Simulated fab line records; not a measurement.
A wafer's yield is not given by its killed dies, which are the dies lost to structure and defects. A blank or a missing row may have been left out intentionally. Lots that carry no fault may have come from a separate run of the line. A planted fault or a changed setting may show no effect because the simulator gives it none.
Chamber matching	flow n5-finfet	rie-diel-01 running N5_BEOL_M1_ETCH_69: 4 sister chambers
The step etches SiARC in CF4, target depth 15.6 nm, time 26 s. 20 wafers are shown with their chamber, then 10 later ones without.

== EACH WAFER AND ITS CHAMBER ==
wafer	chamber	throttle-valve-pct (%)	showerhead-plenum-p-Torr (Torr)	drypump-motor-current-A (A)
L081.3	2	15.56	2.16	5.4
L081.5	1	16.16	2.12	5.5
L081.6	0	15.99	2.14	5.9
L083.1	1	16.17	2.12	5.6
L083.4	2	15.57	2.16	5.4
L083.6	0	16.02	2.13	5.8
L084.1	2	15.58	2.16	5.4
L084.3	1	16.18	2.12	5.6
L084.4	0	16.01	2.13	5.9
L085.2	1	16.16	2.12	5.5
L085.4	2	15.58	2.16	5.4
L085.5	2	15.56	2.16	5.5
L087.2	0	16.03	2.13	5.8
L087.4	1	16.17	2.12	5.6
L087.6	1	16.19	2.12	5.5
L088.1	1	16.18	2.12	5.5
L088.3	3	15.73	2.12	6.3
L088.4	2	15.59	2.16	5.4
L090.1	1	16.19	2.12	5.5
L090.2	2	15.61	2.16	5.4

SIGNATURES (averages over the wafers above)
reading	chamber 0	chamber 1	chamber 2	chamber 3	scatter within a chamber
throttle-valve-pct	16.0125	16.1750	15.5786	15.7300	0.0153
showerhead-plenum-p-Torr	2.1325	2.1200	2.1600	2.1200	0.00217
drypump-motor-current-A	5.850	5.537	5.414	6.300	0.0483
Rule: a wafer lies at a distance from a chamber equal to the root of the sum of squares, over the readings, of (its reading less the chamber's mean, divided by the reading's scatter). If the next closest chamber is less than 2 further off than the closest, the wafer can't be placed; otherwise it belongs to the closest. The scatter: take each reading less its chamber's mean, square it, sum over the shown wafers, divide by the number of wafers less the number of chambers, and take the root.

== WAFERS WITH NO CHAMBER GIVEN ==
wafer	throttle-valve-pct (%)	showerhead-plenum-p-Torr (Torr)	drypump-motor-current-A (A)
L090.4	15.74	2.11	6.3
L094.2	15.76	2.11	6.3
L094.5	15.59	2.15	5.4
L094.6	15.75	2.11	6.3
L095.1	15.76	2.11	6.3
L095.2	16.21	2.11	5.6
L095.3	15.60	2.15	5.4
L097.1	15.76	2.11	6.3
L097.3	16.22	2.11	5.5
L097.5	16.07	2.12	5.9

== EACH ONE'S CHAMBER ==
wafer	from the rows above	in truth
L090.4	3	3
L094.2	3	3
L094.5	2	2
L094.6	3	3
L095.1	3	3
L095.2	1	1
L095.3	2	2
L097.1	3	3
L097.3	1	1
L097.5	0	0
Correctly placed: 10 of 10. Can't be placed from these rows: 0. 0 placed wrongly.
